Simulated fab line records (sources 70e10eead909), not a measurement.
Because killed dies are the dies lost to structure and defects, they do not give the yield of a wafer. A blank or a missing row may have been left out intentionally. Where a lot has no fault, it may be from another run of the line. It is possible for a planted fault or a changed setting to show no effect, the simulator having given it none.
Struck lot and sound lot, side by side ; flow nand_harc ; 15 steps out of a route of 1159
Sound: the wafers L249.2, L249.4, L249.6. Wafers L255.1, L255.3, L255.6 were the ones struck. Last of all comes the cause.
At each step with rows: each side's tool, then ch and its chambers, then its first start. Under that, the readings that differ: sound wafers ; struck wafers ; difference of the means ; sigmas: that difference in standard deviations of wafers without a fault.
alike: same words and numbers on both sides, and readings whose means sit less than 2 such deviations apart. not compared: any withheld reading, any reading some wafer has no value for, any bound like >300 that may hide the same value, and any number with overlapping values for which the record gives no deviation.
A row with sigmas, a row that says differs or no value, or rows on one side alone: a step with any of these is where the two part. Non-overlapping numbers with no deviation appear without sigmas and do not part them. A reading that every wafer of one side lacks parts them only if that side has two wafers or more.

first, 4 steps without rows for these wafers: NHARC_P_M1_EBR_05; NHARC_P_M1_EXPOSE_06 (exposes mask P M1, target cd 130 nm); NHARC_P_M1_PEB_07 (peb time 65 s); NHARC_P_M1_DEVELOP_08 (develop time 35 s).
NHARC_P_M1_CD_MEAS_09: the cd target is 130 nm.
  sound on cd_sem-03 ch 0, day 8 02:25; struck on cd_sem-03 ch 0, day 9 18:04
  alike: cd_nm
NHARC_P_M1_OVL_MEAS_10: pitch 260 nm.
  struck on overlay-02, day 9 18:09; sound on overlay-01, day 8 02:31
  alike: overlay_x_nm, overlay_y_nm
NHARC_P_M1_INSPECT_11:
  struck on defect_inspect-02, day 9 18:11; sound on defect_inspect-02, day 8 02:33
  alike: raw_defect_count
NHARC_P_M1_DESCUM_14: chemistry O2, time 3 s.
  sound on rie_diel-12 ch 1,3, day 8 02:37; struck on rie_diel-11 ch 0,2,3, day 9 18:15
reading;sound;struck;difference;sigmas
oes_product_au (a.u.);1.008 1.040 1.031;1.007 0.964 0.996;-0.037;-2
rf_vpp_V (V);59.0 59.9 59.7;55.8 56.6 56.9;-3.1;-3
  alike: drypump_motor_current_A, showerhead_plenum_p_Torr, throttle_valve_pct
  not compared: rf_hours_counter_h
NHARC_P_M1_ETCH_35: etches the open film in N2/H2, target depth 40 nm, overetch 12 nm, time 43.94 s.
  sound on rie_diel-12 ch 0,2, day 8 02:41; struck on rie_diel-11 ch 2,3, day 9 18:20
reading;sound;struck;difference;sigmas
drypump_motor_current_A (A);5.6 5.0 5.0;5.7 6.5 6.5;+1.0;+2
oes_product_au (a.u.);1.003 1.012 1.026;1.003 0.962 0.955;-0.040;-3
  alike: bias_w, rf_vpp_V, run_length_s, showerhead_plenum_p_Torr, throttle_valve_pct
  not compared: rf_hours_counter_h
NHARC_P_M1_ETCH_15: etches the open film in C4F8/Ar, target depth 182.5 nm, time 91.2 s.
  sound on rie_diel-12 ch 0,2,3; struck on rie_diel-11 ch 0,1,3
  alike: bias_w, oes_product_au, rf_vpp_V, run_length_s
  not compared: rf_hours_counter_h
NHARC_P_M1_CD_MEAS_16:
  struck on cd_sem-02, day 9 18:34; sound on cd_sem-02, day 8 02:55
  alike: cd_nm
NHARC_P_M1_STRIP_18: strips in N2/H2.
  sound on rie_diel-11 ch 0,1,2, day 8 03:02; struck on rie_diel-11 ch 0,3, day 9 18:40
  alike: drypump_motor_current_A, oes_product_au, rf_vpp_V, showerhead_plenum_p_Torr, throttle_valve_pct
  not compared: rf_hours_counter_h
NHARC_P_M1_ETCH_28: etches the open film in CF4/N2, target depth 30 nm, time 72.99 s.
  sound on rie_diel-11 ch 2,3, day 8 03:14; struck on rie_diel-11 ch 0,1,3, day 9 18:53
reading;sound;struck;difference;sigmas
bias_w (W);99.84 100.10 99.76;- - -;no value on the struck wafers;
run_length_s (s);94.6 94.3 94.7;77.9 79.0 78.2;-16.2;-34
  alike: drypump_motor_current_A, oes_product_au, rf_vpp_V, showerhead_plenum_p_Torr, throttle_valve_pct
  not compared: rf_hours_counter_h
then, 1 step without rows for these wafers: NHARC_P_M1_STRIP_19 (strips in post etch residue remover, time 600 s).
-- record jumps: 14 days between struck wafers' starts before vs after; left off in module P_M1, resumes in module END, first step shown is number 1159 of the route --
NHARC_END_SORT_01:
  sound on prober-02 ch 0, day 21 23:23; struck on prober-01 ch 0, day 24 06:36
  alike: defect_limited_yield, killed_at_array, killed_at_other, killed_at_periphery, killed_dies, killed_open, killed_short, sort_bin_2_pct, sort_bin_3_pct, sort_bin_4_pct, sort_n_pass, sort_rim_yield_pct, sort_yield_pct

## WHERE THEY PART
Earliest at NHARC_P_M1_DESCUM_14; latest, in this record, at NHARC_P_M1_ETCH_28. Later steps at which nothing parts them and some readings are alike: NHARC_END_SORT_01.

WHY: what the simulator had put in
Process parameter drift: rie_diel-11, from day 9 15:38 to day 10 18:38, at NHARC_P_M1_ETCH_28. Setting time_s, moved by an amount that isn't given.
